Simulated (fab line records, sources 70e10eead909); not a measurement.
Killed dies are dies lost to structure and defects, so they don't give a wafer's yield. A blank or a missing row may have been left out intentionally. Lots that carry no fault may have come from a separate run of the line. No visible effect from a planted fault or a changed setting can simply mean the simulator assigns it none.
Problem report in the 8D (eight disciplines) form, filled by code -- flow nandHarc -- the parts of the form that need people (team, actions taken, sign-off) are left out

1. WHAT WENT WRONG
Wafers without a fault read 131.3 s, standard deviation 0.41; runLengthS at NHARC_A_BONDPAD_ETCH_12 reads a mean of 123.2 s on 3 wafers belonging to 3 lots. Measured from the usual mean, that is -20 standard deviations.
The step: etches the open film in CHF3/O2, target depth 220 nm, time 110 s.
First observed at day 21 00:44: wafer L861.4, on rieDiel-13. The record holds 42 wafers of 14 lots with a number at this step. Rule for "out", or "out of limits": more than 4 standard deviations from the usual mean. Any other wafer with a number is counted as sound.

2. WHAT IT IS AND WHAT IT IS NOT
question,is,is not
which readings at this step,runLengthS,"drypumpMotorCurrentA, oesProductAu, showerheadPlenumPTorr, throttleValvePct"
which lots,"L858, L859, L861","L847, L848, L849, L850, L851, L852, L853, L855, L863, L867, L869"
which wafers of those lots,"L858.2, L859.4, L861.4","L858.1, L858.4, L859.1, L859.5, L861.5, L861.6"
read on which tools,rieDiel-13,"rieDiel-03, rieDiel-09"
when,from day 21 00:44,"up to then (26 sound wafers); but 13 sound wafers of L858, L859, L863, L867, L869 came after"

3. THE SUSPECTS, EACH WITH WHAT RULES IT OUT
Counting: a tool at a process step up to the reading stays a suspect if it ran every lot that is out. Sound lots after the first of them don't rule it out here, since some wafers of a struck lot are sound.
- rieDiel-13 at NHARC_A_BONDPAD_ETCH_12 (etches the open film in CHF3/O2, target depth 220 nm, time 110 s): kept. It processed each lot that is out (first: L861, day 21 00:44); up to then, its last sound lot is L855 (day 20 11:04). On those wafers its own readings are out: runLengthS.
- Within rieDiel-13 at NHARC_A_BONDPAD_ETCH_12: the wafers that are out ran in chamber 0; their sound lot-mates ran in chambers 2, 3.
After counting, what remains is rieDiel-13 at NHARC_A_BONDPAD_ETCH_12.

4. THE CAUSE (what the simulator had put in)
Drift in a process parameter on rieDiel-13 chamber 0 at NHARC_A_BONDPAD_ETCH_12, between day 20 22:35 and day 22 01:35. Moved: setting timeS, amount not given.
Only this tool survived the counting.

5. THE EFFECT CHAIN, in route order
Each row: a reading where the mean over the struck wafers with a number is more than 3 standard deviations away from the usual. Only readings for which the record gives a usual standard deviation are gone through. hours: the time from each lot's start at the first step in this table that gives one to its start at this step, as a median over the lots. sigmas: the change in usual standard deviations.
hours,step,reading,usual,on struck wafers,change,sigmas
0,NHARC_A_BONDPAD_ETCH_12,runLengthS,131.3 s,123.2,-8.1,-20
Process steps it contains:
- NHARC_A_BONDPAD_ETCH_12: etches the open film in CHF3/O2, target depth 220 nm, time 110 s.

6. WHAT WOULD HAVE CAUGHT IT SOONER
In this record no reading fell out of limits until day 21 00:44, 2 hours after the fault had begun at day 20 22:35.
